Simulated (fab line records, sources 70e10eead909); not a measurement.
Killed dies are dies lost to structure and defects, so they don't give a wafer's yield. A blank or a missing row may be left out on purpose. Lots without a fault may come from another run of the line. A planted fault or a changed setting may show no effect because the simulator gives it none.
Which tool did it? | flow nand_harc | 11 lots, 33 wafers sampled, at 5 steps of a route of 1159

WHAT THE GAUGES READ, wafer by wafer
NHARC_P_M2_CD_MEAS_09: target cd 170 nm.
lot  | measured     | on        | cd_nm (nm)
L392 | day 6 15:31  | cd_sem-01 | 168.4 169.6 169.5
L398 | day 8 02:06  | cd_sem-01 | 169.3 169.0 168.5
L400 | day 8 11:37  | cd_sem-01 | 166.3 165.6 167.2
L401 | day 8 21:17  | cd_sem-01 | 165.9 165.5 165.7
L406 | day 10 06:19 | cd_sem-01 | 169.7 169.6 170.8
L407 | day 10 09:08 | cd_sem-01 | 169.8 169.9 170.3
L408 | day 10 11:14 | cd_sem-02 | 170.3 169.3 170.7
L409 | day 10 20:31 | cd_sem-01 | 170.1 170.7 169.3
L411 | day 11 00:05 | cd_sem-03 | 170.4 169.1 170.2
L412 | day 11 06:59 | cd_sem-03 | 171.3 170.1 170.6
L413 | day 11 13:43 | cd_sem-01 | 170.7 169.1 170.0

WHICH TOOL RAN EACH LOT (tool, then ch and the chambers of the sampled wafers, then the start)
lot  | NHARC_P_M1_ETCH_35                 | NHARC_P_M1_PVD_21                       | NHARC_P_M1_DEP_33               | NHARC_P_M2_PEB_07
L392 | rie_diel-10 ch 0,2,3, day 6 11:20  | pvd_sputter-01, day 6 14:10 or earlier  | pecvd-01 ch 0,2, day 6 14:10    | litho_track-06 ch 0, day 6 15:26
L398 | rie_diel-10 ch 0,2,3, day 7 22:13  | pvd_sputter-02, day 8 00:53 or earlier  | pecvd-01 ch 0,2, day 8 00:53    | litho_track-06 ch 0, day 8 02:01
L400 | rie_diel-09 ch 0,2,3, day 8 07:53  | pvd_sputter-01, day 8 10:31 or earlier  | pecvd-03 ch 1,2, day 8 10:31    | litho_track-06 ch 0, day 8 11:32
L401 | rie_diel-07 ch 0,1,2, day 8 17:07  | pvd_sputter-01, day 8 20:01 or earlier  | pecvd-03 ch 0,1,2, day 8 20:01  | litho_track-06 ch 0, day 8 21:12
L406 | rie_diel-10 ch 2,3, day 10 01:45   | pvd_sputter-01, day 10 05:07 or earlier | pecvd-03 ch 0,1,2, day 10 05:07 | litho_track-04 ch 0, day 10 06:15
L407 | rie_diel-09 ch 0,1,3, day 10 05:16 | pvd_sputter-01, day 10 07:54 or earlier | pecvd-01 ch 0,1,2, day 10 07:54 | litho_track-01 ch 0, day 10 09:04
L408 | rie_diel-07 ch 0,2,3, day 10 07:22 | pvd_sputter-02, day 10 10:02 or earlier | pecvd-03 ch 1,2, day 10 10:02   | litho_track-01 ch 0, day 10 11:10
L409 | rie_diel-10 ch 0,1,3, day 10 16:34 | pvd_sputter-01, day 10 19:17 or earlier | pecvd-04 ch 0,1,2, day 10 19:17 | litho_track-01 ch 0, day 10 20:26
L411 | rie_diel-10 ch 1,2,3, day 10 19:52 | pvd_sputter-01, day 10 22:53 or earlier | pecvd-03 ch 0,1, day 10 22:53   | litho_track-01 ch 0, day 11 00:01
L412 | rie_diel-09 ch 2,3, day 11 03:05   | pvd_sputter-01, day 11 05:52 or earlier | pecvd-03 ch 0,1, day 11 05:52   | litho_track-04 ch 0, day 11 06:54
L413 | rie_diel-09 ch 0,1,3, day 11 09:46 | pvd_sputter-01, day 11 12:28 or earlier | pecvd-04 ch 0,2, day 11 12:28   | litho_track-01 ch 0, day 11 13:38
- NHARC_P_M1_ETCH_35: etches the open film in N2/H2, target depth 40 nm, overetch 12 nm, time 43.94 s.
- NHARC_P_M1_PVD_21: deposits Cu, target thk 30 nm, time 20.49 s.
- NHARC_P_M1_DEP_33: deposits SiCN, target thk 30 nm.
- NHARC_P_M2_PEB_07: peb time 65 s.

THE ANSWER, worked out from the rows above alone
Rule: what is usual is taken from the lots themselves. Put in order of their means at a reading, lots are off if they are a third of the lots or fewer, leave a main group of 4 or more, and stand apart from it by a gap of 3 or more times the standard deviation of the main group's means; of several such gaps the widest counts. A main group whose means are all the same, to the digits that the tables above print for the reading, isn't used. A lot without any number at a reading at which 4 lots or more have one is off too. The other lots that the step has rows for count as sound.
Off: L400, L401, at NHARC_P_M2_CD_MEAS_09 (cd_nm). The main group: mean 169.9 nm, standard deviation 0.49.
A tool fits if, at a process step before that reading, it ran every lot that is off, and no sound lot after the first of them. The gauges at NHARC_P_M2_CD_MEAS_09 are tried like those tools. NHARC_P_M1_PVD_21 gives no start for some lots, so the hours and the order of its lots are those of NHARC_P_M1_DEP_33. One fits: litho_track-06 at NHARC_P_M2_PEB_07. Its last sound lot is L398 (day 8 02:01), its first lot that is off L400 (day 8 11:32): a fault that began between those two fits.

WHAT THE SIMULATOR HAD PUT IN
Process parameter drift: litho_track-06, from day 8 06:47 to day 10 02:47, at NHARC_P_M2_PEB_07. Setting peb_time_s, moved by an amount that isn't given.
Lots struck among those shown: L400, L401. The rule above found the same.
